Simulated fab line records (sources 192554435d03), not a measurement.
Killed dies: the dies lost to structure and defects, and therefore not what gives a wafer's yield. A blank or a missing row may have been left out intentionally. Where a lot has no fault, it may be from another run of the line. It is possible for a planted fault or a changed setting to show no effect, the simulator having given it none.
Split-lot experiment ; flow n5_finfet ; route with 1938 steps; 7 lots, 21 wafers read

SPLIT DETAILS
At N5_BEOL_M8_ILD_DEP_00 (deposits SiCOH lowk from DEMS/porogen, target thk 179.75 nm, time 33.4 s), the setting time_s was moved away from the recipe's 33.4 s on 8 of the 21 wafers read, by -13.3% to +14.2%. This setting was run at the recipe's value on the other wafers.

SPLIT TO READING: what lies between them in the file, 1 step
- N5_BEOL_M8_CURE_74: cures SiCOH lowk, time 240 s

THE READING
At N5_BEOL_M8_THK_MEAS_01: M8_ILD_THK, given in nm. A value of 154.4 nm with a standard deviation of 1.8 nm is what fault-free wafers of this fab line usually give.

wafer;tool, chamber at the split;time_s as run, s;against the recipe;M8_ILD_THK, nm;against lot-mates on the recipe
L076.1;pecvd-01, 1;38.15;+14.2%;172.9;+20.7
L076.4;pecvd-01, 0;33.4;recipe;152.8;-
L076.5;pecvd-01, 1;33.4;recipe;151.6;-
L085.1;pecvd-02, 1;28.95;-13.3%;132.7;no lot-mate on the recipe
L085.3;pecvd-02, 0;28.95;-13.3%;131.3;no lot-mate on the recipe
L085.5;pecvd-02, 0;28.95;-13.3%;135.0;no lot-mate on the recipe
L084.1;pecvd-01, 0;33.4;recipe;151.4;-
L084.4;pecvd-01, 1;33.4;recipe;154.9;-
L084.5;pecvd-01, 2;33.4;recipe;154.4;-
L086.2;pecvd-01, 1;30.88;-7.5%;142.4;-14.2
L086.4;pecvd-01, 2;30.88;-7.5%;144.1;-12.5
L086.5;pecvd-01, 1;33.4;recipe;156.6;-
L088.1;pecvd-01, 2;35.88;+7.4%;166.2;+11.2
L088.4;pecvd-01, 2;33.4;recipe;155.0;-
L088.6;pecvd-01, 0;35.88;+7.4%;166.8;+11.8
L089.2;pecvd-01, 1;33.4;recipe;150.8;-
L089.3;pecvd-01, 0;33.4;recipe;151.8;-
L089.6;pecvd-01, 0;33.4;recipe;154.3;-
L091.1;pecvd-02, 0;33.4;recipe;152.4;-
L091.4;pecvd-02, 0;33.4;recipe;156.9;-
L091.6;pecvd-02, 1;33.4;recipe;153.6;-

FIT RESULTS
A straight line over all 21 wafers: M8_ILD_THK changes by +1.51 nm for each +1% of time_s; r = +0.98; the points scatter about the line by 1.9 nm.
The same after taking each lot's own level away (the mean of its wafers on the recipe; 18 wafers): +1.57 nm for each +1%; r = +0.98; scatter 1.4 nm.
The reading moves by 22 nm for the largest change in time_s, on that fit.
Across the lots, their own levels run from 152.20 to 156.60 nm, a range of 2.4 times the standard deviation given above.
Consequently the slope shifts little with the lot-to-lot level, the two slopes agreeing.
Check: +23.4 nm against its lot-mates is what the line predicts for one of the wafers moved furthest among these (+14.2%) when that wafer is left out of the fit. Against them it came out at +20.7 nm.

THE WHOLE CHAIN: every reading that the file lists as answering this split, in the file's order
step;what it does;reading;change (the file's fit);r (the file's)
N5_BEOL_M8_ILD_DEP_00;deposits SiCOH lowk from DEMS/porogen, target thk 179.75 nm, time 33.4 s;SiCOH_lowk_of_BEOL_M8_ILD_DEP_00.thk_nm (the simulator's own value, which no gauge read);+1.75 nm for each +1% of the setting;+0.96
N5_BEOL_M8_CURE_74;cures SiCOH lowk, time 240 s;SiCOH_lowk_of_BEOL_M8_ILD_DEP_00.thk_nm (the simulator's own value, which no gauge read);+1.53 nm for each +1% of the setting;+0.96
N5_BEOL_M8_THK_MEAS_01;;M8_ILD_THK;+1.53 for each +1% of the setting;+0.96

FILE'S OWN FIT
M8_ILD_THK changes by +1.53 nm for each +1% of time_s, r = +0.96.
